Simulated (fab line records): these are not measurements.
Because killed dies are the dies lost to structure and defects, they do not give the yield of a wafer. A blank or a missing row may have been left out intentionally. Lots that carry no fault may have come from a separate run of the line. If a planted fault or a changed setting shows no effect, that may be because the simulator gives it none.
Matching of chambers || flow n5Finfet || rieDiel-05 running N5_SD_EPI_N_ETCH_16: 4 sister chambers
The step etches SiO2 in CHF3/O2, target depth 5 nm. 16 wafers are shown with their chamber, then 8 later ones without.

== EACH WAFER AND ITS CHAMBER ==
{"wafer": "L074.3", "chamber": 2, "drypumpMotorCurrentA (A)": 5.7, "showerheadPlenumPTorr (Torr)": 2.41, "throttleValvePct (%)": 18.69}
{"wafer": "L074.4", "chamber": 2, "drypumpMotorCurrentA (A)": 5.7, "showerheadPlenumPTorr (Torr)": 2.41, "throttleValvePct (%)": 18.69}
{"wafer": "L074.5", "chamber": 3, "drypumpMotorCurrentA (A)": 5.5, "showerheadPlenumPTorr (Torr)": 2.52, "throttleValvePct (%)": 18.77}
{"wafer": "L075.2", "chamber": 2, "drypumpMotorCurrentA (A)": 5.7, "showerheadPlenumPTorr (Torr)": 2.41, "throttleValvePct (%)": 18.70}
{"wafer": "L075.4", "chamber": 3, "drypumpMotorCurrentA (A)": 5.5, "showerheadPlenumPTorr (Torr)": 2.52, "throttleValvePct (%)": 18.78}
{"wafer": "L075.6", "chamber": 2, "drypumpMotorCurrentA (A)": 5.7, "showerheadPlenumPTorr (Torr)": 2.41, "throttleValvePct (%)": 18.67}
{"wafer": "L078.1", "chamber": 3, "drypumpMotorCurrentA (A)": 5.5, "showerheadPlenumPTorr (Torr)": 2.51, "throttleValvePct (%)": 18.78}
{"wafer": "L078.3", "chamber": 1, "drypumpMotorCurrentA (A)": 6.3, "showerheadPlenumPTorr (Torr)": 2.37, "throttleValvePct (%)": 18.53}
{"wafer": "L078.4", "chamber": 0, "drypumpMotorCurrentA (A)": 6.1, "showerheadPlenumPTorr (Torr)": 2.43, "throttleValvePct (%)": 18.88}
{"wafer": "L083.1", "chamber": 1, "drypumpMotorCurrentA (A)": 6.3, "showerheadPlenumPTorr (Torr)": 2.36, "throttleValvePct (%)": 18.55}
{"wafer": "L083.5", "chamber": 0, "drypumpMotorCurrentA (A)": 6.1, "showerheadPlenumPTorr (Torr)": 2.43, "throttleValvePct (%)": 18.88}
{"wafer": "L083.6", "chamber": 1, "drypumpMotorCurrentA (A)": 6.3, "showerheadPlenumPTorr (Torr)": 2.36, "throttleValvePct (%)": 18.55}
{"wafer": "L088.3", "chamber": 2, "drypumpMotorCurrentA (A)": 5.7, "showerheadPlenumPTorr (Torr)": 2.40, "throttleValvePct (%)": 18.74}
{"wafer": "L088.5", "chamber": 2, "drypumpMotorCurrentA (A)": 5.7, "showerheadPlenumPTorr (Torr)": 2.40, "throttleValvePct (%)": 18.74}
{"wafer": "L088.6", "chamber": 3, "drypumpMotorCurrentA (A)": 5.4, "showerheadPlenumPTorr (Torr)": 2.51, "throttleValvePct (%)": 18.81}
{"wafer": "L090.2", "chamber": 2, "drypumpMotorCurrentA (A)": 5.7, "showerheadPlenumPTorr (Torr)": 2.40, "throttleValvePct (%)": 18.73}

SIGNATURES, as means of the wafers listed above
{"reading": "drypumpMotorCurrentA", "chamber 0": 6.100, "chamber 1": 6.300, "chamber 2": 5.700, "chamber 3": 5.475, "scatter within a chamber": 0.025}
{"reading": "showerheadPlenumPTorr", "chamber 0": 2.4300, "chamber 1": 2.3633, "chamber 2": 2.4057, "chamber 3": 2.5150, "scatter within a chamber": 0.00531}
{"reading": "throttleValvePct", "chamber 0": 18.8800, "chamber 1": 18.5433, "chamber 2": 18.7086, "chamber 3": 18.7850, "scatter within a chamber": 0.0221}
Rule: for each reading, subtract the chamber's mean from the wafer's reading, divide by that reading's scatter and square the result; add these up over the readings and take the root, which gives the wafer's distance from the chamber. The wafer belongs to the nearest chamber; if the next one is less than 2 further off, it can't be placed. The scatter: the root of (the sum of the squares of (reading less its chamber's mean) over the shown wafers, divided by (wafers less chambers)).

== WAFERS WITHOUT THEIR CHAMBER ==
{"wafer": "L090.4", "drypumpMotorCurrentA (A)": 5.4, "showerheadPlenumPTorr (Torr)": 2.51, "throttleValvePct (%)": 18.82}
{"wafer": "L090.5", "drypumpMotorCurrentA (A)": 5.7, "showerheadPlenumPTorr (Torr)": 2.40, "throttleValvePct (%)": 18.73}
{"wafer": "L092.2", "drypumpMotorCurrentA (A)": 5.7, "showerheadPlenumPTorr (Torr)": 2.40, "throttleValvePct (%)": 18.75}
{"wafer": "L092.3", "drypumpMotorCurrentA (A)": 6.1, "showerheadPlenumPTorr (Torr)": 2.42, "throttleValvePct (%)": 18.91}
{"wafer": "L092.4", "drypumpMotorCurrentA (A)": 6.3, "showerheadPlenumPTorr (Torr)": 2.36, "throttleValvePct (%)": 18.58}
{"wafer": "L093.3", "drypumpMotorCurrentA (A)": 6.3, "showerheadPlenumPTorr (Torr)": 2.36, "throttleValvePct (%)": 18.57}
{"wafer": "L093.5", "drypumpMotorCurrentA (A)": 6.3, "showerheadPlenumPTorr (Torr)": 2.36, "throttleValvePct (%)": 18.60}
{"wafer": "L093.6", "drypumpMotorCurrentA (A)": 5.7, "showerheadPlenumPTorr (Torr)": 2.40, "throttleValvePct (%)": 18.74}

== WHICH CHAMBER EACH ONE RAN IN ==
{"wafer": "L090.4", "from the rows above": 3, "in truth": 3}
{"wafer": "L090.5", "from the rows above": 2, "in truth": 2}
{"wafer": "L092.2", "from the rows above": 2, "in truth": 2}
{"wafer": "L092.3", "from the rows above": 0, "in truth": 0}
{"wafer": "L092.4", "from the rows above": 1, "in truth": 1}
{"wafer": "L093.3", "from the rows above": 1, "in truth": 1}
{"wafer": "L093.5", "from the rows above": 1, "in truth": 1}
{"wafer": "L093.6", "from the rows above": 2, "in truth": 2}
Correct placement for 8 of the 8. From these rows, 0 cannot be placed. Number placed wrongly: 0.
